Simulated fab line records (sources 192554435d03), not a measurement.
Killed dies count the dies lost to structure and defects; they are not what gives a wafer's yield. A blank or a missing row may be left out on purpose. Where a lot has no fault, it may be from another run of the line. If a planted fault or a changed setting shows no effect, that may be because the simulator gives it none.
Chamber matching | flow n5 finfet | N5_SDB_STRIP_21 on rie diel-06 has 4 sister chambers
The step strips in CF4. 16 wafers are shown with their chamber, then 8 later ones without.

== WAFERS PAIRED WITH THEIR CHAMBERS ==
wafer  | chamber | showerhead plenum p Torr (Torr) | oes product au (a.u.) | throttle valve pct (%)
L075.3 | 1       | 1.87                            | 0.77                  | 13.76
L075.4 | 0       | 1.75                            | 0.81                  | 13.28
L075.5 | 3       | 1.82                            | 0.82                  | 13.50
L077.1 | 0       | 1.75                            | 0.81                  | 13.31
L077.3 | 1       | 1.87                            | 0.77                  | 13.79
L077.5 | 1       | 1.87                            | 0.77                  | 13.77
L080.1 | 1       | 1.87                            | 0.77                  | 13.78
L080.3 | 3       | 1.82                            | 0.82                  | 13.53
L080.6 | 1       | 1.87                            | 0.76                  | 13.78
L082.1 | 1       | 1.86                            | 0.76                  | 13.80
L082.4 | 0       | 1.75                            | 0.80                  | 13.33
L082.6 | 0       | 1.75                            | 0.80                  | 13.34
L084.3 | 1       | 1.86                            | 0.75                  | 13.81
L084.5 | 2       | 1.73                            | 0.73                  | 13.43
L084.6 | 3       | 1.81                            | 0.82                  | 13.55
L091.4 | 2       | 1.72                            | 0.73                  | 13.48

SIGNATURES (means of the wafers above)
reading                  | chamber 0 | chamber 1 | chamber 2 | chamber 3 | scatter within a chamber
showerhead plenum p Torr | 1.7500    | 1.8671    | 1.7250    | 1.8167    | 0.00465
oes product au           | 0.8050    | 0.7643    | 0.7300    | 0.8200    | 0.00627
throttle valve pct       | 13.3150   | 13.7843   | 13.4550   | 13.5267   | 0.0231
Rule: distance of a wafer from a chamber = root of the sum over the readings of ((wafer's reading minus chamber's mean) / reading's scatter) squared. The wafer belongs to the nearest chamber; if the next one is less than 2 further off, it can't be placed. The scatter is the square root of a quotient: the sum, over the shown wafers, of each reading's squared deviation from its chamber's mean, divided by wafers minus chambers.

== WAFERS MISSING THEIR CHAMBER ==
wafer  | showerhead plenum p Torr (Torr) | oes product au (a.u.) | throttle valve pct (%)
L091.5 | 1.86                            | 0.74                  | 13.84
L091.6 | 1.81                            | 0.79                  | 13.57
L092.1 | 1.74                            | 0.78                  | 13.37
L092.4 | 1.72                            | 0.72                  | 13.49
L092.6 | 1.86                            | 0.74                  | 13.84
L097.1 | 1.72                            | 0.71                  | 13.52
L097.4 | 1.81                            | 0.78                  | 13.62
L097.5 | 1.85                            | 0.74                  | 13.90

== WHICH CHAMBER EACH ONE RAN IN ==
wafer  | from the rows above | in truth
L091.5 | 1                   | 1
L091.6 | 3                   | 3
L092.1 | 0                   | 0
L092.4 | 2                   | 2
L092.6 | 1                   | 1
L097.1 | 2                   | 2
L097.4 | 3                   | 3
L097.5 | 1                   | 1
Placed correctly: 8 of 8. Not placeable from these rows: 0. Wrongly placed: 0.
